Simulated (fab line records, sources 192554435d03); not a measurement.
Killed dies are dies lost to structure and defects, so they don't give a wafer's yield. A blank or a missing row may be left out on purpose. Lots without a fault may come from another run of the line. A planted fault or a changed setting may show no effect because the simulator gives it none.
A struck lot beside a sound one | flow n5_finfet | 18 steps out of a route of 1938
Sound: wafers L387.2, L387.3, L387.5. Struck: wafer L401.5. (L401.4, L401.6 of the same lot were not struck and are left out.) The cause comes at the end.
At each step with rows: each side's tool, then ch and its chambers, then its first start. Under that, the readings that differ: sound wafers | struck wafers | difference of the means | sigmas: that difference in standard deviations of wafers without a fault.
alike: readings whose means differ by less than 2 such deviations, and words and numbers that are the same on both sides. not compared: withheld readings, readings that some wafer has no value for, bounds like >300 that may hide the same value, and numbers for which the record gives no deviation and whose values overlap.
The two part at a step that has a row with sigmas, a row that says differs or no value, or rows on one side only. Numbers that don't overlap but have no deviation are shown without sigmas and don't part them. A reading that every wafer of one side lacks parts them only if that side has two wafers or more.

first, 1 step without rows for these wafers: N5_MIM_TOP_LITHO_HARDBAKE_09 (time 120 s).
N5_MIM_TOP_LITHO_CD_MEAS_08: target cd 2000 nm.
  sound on cd_sem-01 ch 0, day 12 03:59; struck on cd_sem-02 ch 0, day 15 17:40
  alike: cd_nm
N5_MIM_TOP_LITHO_OVL_MEAS_11:
  sound on overlay-01 ch 0, day 12 04:01; struck on overlay-02 ch 0, day 15 17:41
  alike: MIM_TOP_OVL
N5_MIM_TOP_LITHO_INSPECT_12: inspects for defects (macro).
  sound on defect_inspect-02, day 12 04:02; struck on defect_inspect-01, day 15 17:43
  alike: raw_defect_count
N5_MIM_TOP_LITHO_DESCUM_10: chemistry O2, time 7.9 s.
  sound on rie_diel-04 ch 0,1,2, day 12 04:04; struck on rie_diel-02 ch 0, day 15 17:44
  reading                         | sound          | struck | difference | sigmas
  showerhead_plenum_p_Torr (Torr) | 2.03 2.15 2.05 | 2.22   | +0.14      | +2
  alike: drypump_motor_current_A, oes_product_au, rf_vpp_V, throttle_valve_pct
  not compared: rf_hours_counter_h
N5_MIM_TOP_ETCH_ETCH_00: etches TiN in Cl2/BCl3, target depth 38.5 nm.
  sound on rie_metal-03 ch 1, day 12 04:10; struck on rie_metal-03 ch 0, day 15 17:52
  reading                     | sound       | struck | difference | sigmas
  drypump_motor_current_A (A) | 5.1 5.1 5.1 | 6.2    | +1.1       | +3
  alike: mfc_ar_sccm, oes_product_au, throttle_valve_pct
  not compared: rf_hours_counter_h
N5_MIM_TOP_ETCH_STRIP_01: strips in O2.
  sound on rie_diel-05 ch 0,1,3, day 12 04:26; struck on rie_diel-06 ch 2, day 15 17:58
  alike: drypump_motor_current_A, oes_product_au, rf_vpp_V, showerhead_plenum_p_Torr, throttle_valve_pct
  not compared: rf_hours_counter_h
N5_MIM_TOP_ETCH_PECVD_03: deposits SiNx from SiH4/NH3/N2, target thk 20 nm, time 17.6 s.
  sound on pecvd-02 ch 1,2, day 12 04:29; struck on pecvd-01 ch 2, day 15 18:04
  alike: heater_power_w, showerhead_plenum_p_Torr, throttle_valve_pct
then, 4 steps without rows for these wafers: N5_MIM_BOT_LITHO_HMDS_01 (time 60 s); N5_MIM_BOT_LITHO_COAT_02; N5_MIM_BOT_LITHO_EBR_04; N5_MIM_BOT_LITHO_SOFTBAKE_03 (time 90 s).
N5_MIM_BOT_LITHO_EXPOSE_05: exposes mask MIM BOT.
  sound on krf_scanner-01 ch 0, day 12 04:48; struck on krf_scanner-02 ch 0, day 15 18:22
  alike: mask
then, 3 steps without rows for these wafers: N5_MIM_BOT_LITHO_PEB_06; N5_MIM_BOT_LITHO_DEVELOP_07 (develop time 60 s); N5_MIM_BOT_LITHO_HARDBAKE_09 (time 120 s).
N5_MIM_BOT_LITHO_CD_MEAS_08: target cd 3000 nm.
  sound on cd_sem-03 ch 0, day 12 04:59; struck on cd_sem-02 ch 0, day 15 18:31
  reading    | sound                | struck | difference | sigmas
  cd_nm (nm) | 2999.8 3002.7 3002.8 | 3025.8 | +24.0      | +13
N5_MIM_BOT_LITHO_OVL_MEAS_11:
  sound on overlay-02 ch 0, day 12 05:02; struck on overlay-01 ch 0, day 15 18:33
  reading          | sound  | struck | difference | sigmas
  MIM_BOT_OVL (nm) | 4 1 -2 | -16    | -17        | -3

WHERE THEY PART
First at N5_MIM_TOP_LITHO_DESCUM_10; last, within this record, at N5_MIM_BOT_LITHO_OVL_MEAS_11.

WHY: what the simulator had put in
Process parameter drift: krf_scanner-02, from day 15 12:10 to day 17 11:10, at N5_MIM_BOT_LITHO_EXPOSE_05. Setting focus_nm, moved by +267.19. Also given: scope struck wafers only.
